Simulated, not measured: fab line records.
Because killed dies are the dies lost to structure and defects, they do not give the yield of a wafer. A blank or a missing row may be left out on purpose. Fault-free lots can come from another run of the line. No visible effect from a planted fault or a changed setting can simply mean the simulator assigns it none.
Split-lot trial ; flow n5 finfet ; on a route of 1938 steps: 7 lots, 21 wafers read

## THE SPLIT
At N5_BEOL_M11_TRENCH_ETCH_37 (etches SiCOH lowk in C4F6/O2, target depth 148.83 nm, time 48 s), the setting time s was moved away from the recipe's 48 s on 7 of the 21 wafers read, by -17.3% to +15.8%. The other wafers ran this setting at the recipe's value.

## FROM THE SPLIT TO THE READING: what the file shows between them, 7 steps
- N5_BEOL_M11_ETCH_41: etches SiCN in CH3F/O2, target depth 42.6 nm, time 86 s
- N5_BEOL_M11_STRIP_77: strips in N2/H2, time 10 s
- N5_BEOL_M11_OCD_MEAS_38
- N5_BEOL_M11_HM_STRIP_39: strips TiN in peroxide tin strip, target depth 25 nm, time 158 s
- N5_BEOL_M11_SRD_40: time 30 s
- N5_BEOL_M11_ANNEAL_51: time 90 s
- N5_BEOL_M11_CMP_52: polishes, stops on SiCOH lowk, t overpolish 7 s, target thk 140 nm

## THE READING
M11_THK, in nm, at N5_BEOL_M11_THK_MEAS_53 (measures by xrf). Typical for fault-free wafers on this fab line: 136 nm, with standard deviation 3.3 nm.

wafer;tool, chamber at the split;time s as run, s;against the recipe;M11_THK, nm;against lot-mates on the recipe
L077.3;rie diel-03, 1;48;recipe;137;-
L077.4;rie diel-03, 2;48;recipe;136;-
L077.5;rie diel-03, 0;40.57;-15.5%;116;-20
L079.3;rie diel-03, 0;48;recipe;138;-
L079.4;rie diel-03, 2;48;recipe;132;-
L079.6;rie diel-03, 0;48;recipe;136;-
L083.2;rie diel-03, 0;48;recipe;140;-
L083.3;rie diel-03, 3;55.6;+15.8%;153;+10
L083.6;rie diel-03, 0;48;recipe;145;-
L080.2;rie diel-02, 2;41.94;-12.6%;115;-20
L080.3;rie diel-02, 3;48;recipe;135;-
L080.6;rie diel-02, 2;41.94;-12.6%;115;-20
L087.3;rie diel-02, 3;48;recipe;132;-
L087.4;rie diel-02, 1;48;recipe;133;-
L087.5;rie diel-02, 2;51.85;+8.0%;143;+10
L090.2;rie diel-06, 0;39.71;-17.3%;114;-23
L090.4;rie diel-06, 3;39.71;-17.3%;113;-24
L090.6;rie diel-06, 0;48;recipe;137;-
L094.2;rie diel-06, 3;48;recipe;138;-
L094.4;rie diel-06, 1;48;recipe;134;-
L094.6;rie diel-06, 0;48;recipe;139;-

FIT RESULTS
A straight line over all 21 wafers: M11_THK changes by +1.31 nm for each +1% of time s; r = +0.95; the points scatter about the line by 3.4 nm.
The same after taking each lot's own level away (the mean of its wafers on the recipe; 21 wafers): +1.24 nm for each +1%; r = +0.96; scatter 2.8 nm.
The reading moves by 21 nm for the largest change in time s, on that fit.
The lots' own levels span 132.5 to 142.5 nm, that is 3.0 times the standard deviation above.
Consequently the slope shifts little with the lot-to-lot level, the two slopes agreeing.
Check: for one of the wafers moved furthest among these (-17.3%), held out of the fit, the line's prediction against its lot-mates is -22.4 nm. It came out at -23 nm against them.

## THE WHOLE CHAIN: every reading that the file lists as answering this split, in the file's order
step;what it does;reading;change (the file's fit);r (the file's)
N5_BEOL_M11_TRENCH_ETCH_37;etches SiCOH lowk in C4F6/O2, target depth 148.83 nm, time 48 s;BEOL_M11.feature depth nm (the simulator's own value, which no gauge read);+1.24 nm for each +1% of the setting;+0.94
N5_BEOL_M11_TRENCH_ETCH_37;etches SiCOH lowk in C4F6/O2, target depth 148.83 nm, time 48 s;etch.depth nm (the simulator's own value, which no gauge read);+1.24 nm for each +1% of the setting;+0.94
N5_BEOL_M11_OCD_MEAS_38;;trench depth nm;+1.25 nm for each +1% of the setting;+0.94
N5_BEOL_M11_THK_MEAS_53;measures by xrf;M11_THK;+1.21 for each +1% of the setting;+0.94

## THE FILE'S OWN FIT
M11_THK changes by +1.21 nm for each +1% of time s, r = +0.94.
